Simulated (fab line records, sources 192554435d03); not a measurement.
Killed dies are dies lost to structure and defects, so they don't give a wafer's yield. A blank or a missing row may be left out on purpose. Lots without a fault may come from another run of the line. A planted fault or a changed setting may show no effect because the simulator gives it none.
A struck lot beside a sound one | flow n5_finfet | 37 steps out of a route of 1938
Sound: wafers L770.2, L770.4, L770.6. Struck: wafer L783.5. (L783.1, L783.3 of the same lot were not struck and are left out.) The cause comes at the end.
At each step with rows: each side's tool, then ch and its chambers, then its first start. Under that, the readings that differ: sound wafers | struck wafers | difference of the means | sigmas: that difference in standard deviations of wafers without a fault.
alike: readings whose means differ by less than 2 such deviations, and words and numbers that are the same on both sides. not compared: withheld readings, readings that some wafer has no value for, bounds like >300 that may hide the same value, and numbers for which the record gives no deviation and whose values overlap.
The two part at a step that has a row with sigmas, a row that says differs or no value, or rows on one side only. Numbers that don't overlap but have no deviation are shown without sigmas and don't part them. A reading that every wafer of one side lacks parts them only if that side has two wafers or more.

first, 9 steps without rows for these wafers: N5_BEOL_M6_ALD_77 (deposits TaN, target thk 2 nm, pulse time 2 s, purge time 3 s); N5_BEOL_M6_SURFACE_TREAT_79; N5_BEOL_M6_CVD_78 (deposits Co from CCTBA/H2, target thk 2 nm, time 142.3 s); N5_BEOL_M6_SPUTTER_48 (material Cu, target thk 10 nm, time 1.667 s); N5_BEOL_M6_ECD_50 (material Cu, target thk 300 nm); N5_BEOL_M6_ANNEAL_51 (time 90 s); N5_BEOL_M6_CMP_52 (polishes, stops on SiCOH lowk, t overpolish 6.9 s, target thk 80 nm); N5_BEOL_M6_PRE_CLEAN_55 (time 15 s); N5_BEOL_M6_DEP_56 (deposits SiCN from 3MS/NH3, target thk 10 nm, time 17.5 s).
N5_BEOL_M7_ILD_DEP_00: deposits SiCOH lowk from DEMS/porogen, target thk 179.75 nm, time 33.4 s.
  sound on pecvd-04 ch 1,2, day 11 08:05; struck on pecvd-01 ch 1, day 14 04:31
  reading                                            | sound           | struck | difference | sigmas
  model.SiCOH_lowk_of_BEOL_M7_ILD_DEP_00.thk_nm (nm) | 177.6 180.6 179 | 140.2  | -38.9      |
  alike: heater_power_w, showerhead_plenum_p_Torr, throttle_valve_pct
  not compared: rf_fwd_power_W, susceptor_temp_C
then, 1 step without rows for these wafers: N5_BEOL_M7_CURE_74 (cures SiCOH lowk, time 240 s).
N5_BEOL_M7_THK_MEAS_01:
  sound on film_metro-01, day 11 09:22; struck on film_metro-01, day 14 05:35
  reading         | sound             | struck | difference | sigmas
  M7_ILD_THK (nm) | 153.2 155.7 154.4 | 120.6  | -33.8      | -19
then, 23 steps without rows for these wafers: N5_BEOL_M7_PECVD_70 (deposits SiO2 from TEOS/O2, target thk 20 nm, time 22.7 s); N5_BEOL_M7_HM_DEP_02 (deposits TiN, target thk 20 nm); N5_BEOL_M7_COAT_59 (time 60 s, resist thk 100 nm); N5_BEOL_M7_COAT_60 (time 60 s, resist thk 35 nm); N5_BEOL_M7_COAT_05 (resist thk 90 nm); N5_BEOL_M7_EBR_07; N5_BEOL_M7_SOFTBAKE_06 (time 60 s); N5_BEOL_M7_EXPOSE_08 (exposes mask M7); N5_BEOL_M7_PEB_09 (peb time 60 s); N5_BEOL_M7_DEVELOP_10 (develop time 30 s); N5_BEOL_M7_DESCUM_16 (chemistry O2, time 7.9 s); N5_BEOL_M7_ETCH_61 (etches SiARC in CF4, target depth 45.5 nm, time 75.8 s); N5_BEOL_M7_ETCH_62 (etches SOC in N2/H2, target depth 110 nm, overetch 22 nm, time 165 s); N5_BEOL_M7_STRIP_68 (strips in N2/H2); N5_BEOL_M7_STRIP_67 (strips in CF4); N5_BEOL_M7_HM_OPEN_17 (chemistry Cl2/BCl3, target TiN, target depth 20 nm, overetch 6 nm); N5_BEOL_M7_STRIP_19 (strips in O2); N5_BEOL_M7_COAT_63 (time 60 s, resist thk 60 nm); N5_BEOL_M7_COAT_64 (time 60 s, resist thk 12 nm); N5_BEOL_M7_COAT_71 (time 60 s, resist thk 5 nm); N5_BEOL_M7_COAT_22 (resist thk 30 nm); N5_BEOL_M7_EBR_24; N5_BEOL_M7_SOFTBAKE_23 (time 60 s).
N5_BEOL_M7_CMP_52: polishes, stops on SiCOH lowk, t overpolish 6.9 s, target thk 80 nm.
  sound on cmp-01 ch 0,2,3, day 11 16:29; struck on cmp-02 ch 0, day 14 13:01
  reading                                            | sound             | struck | difference | sigmas
  model.SiCOH_lowk_of_BEOL_M7_ILD_DEP_00.thk_nm (nm) | 150.2 152.6 151.4 | 117.6  | -33.8      |
  alike: clearing_platen_down_force_psi, motor_current_A
N5_PASSIVATION_PROBE_49:
  the record has rows for the sound wafers here (prober-01, day 14 17:53) and none for the struck ones

WHERE THEY PART
First at N5_BEOL_M7_THK_MEAS_01; last, within this record, at N5_PASSIVATION_PROBE_49.

WHY: what the simulator had put in
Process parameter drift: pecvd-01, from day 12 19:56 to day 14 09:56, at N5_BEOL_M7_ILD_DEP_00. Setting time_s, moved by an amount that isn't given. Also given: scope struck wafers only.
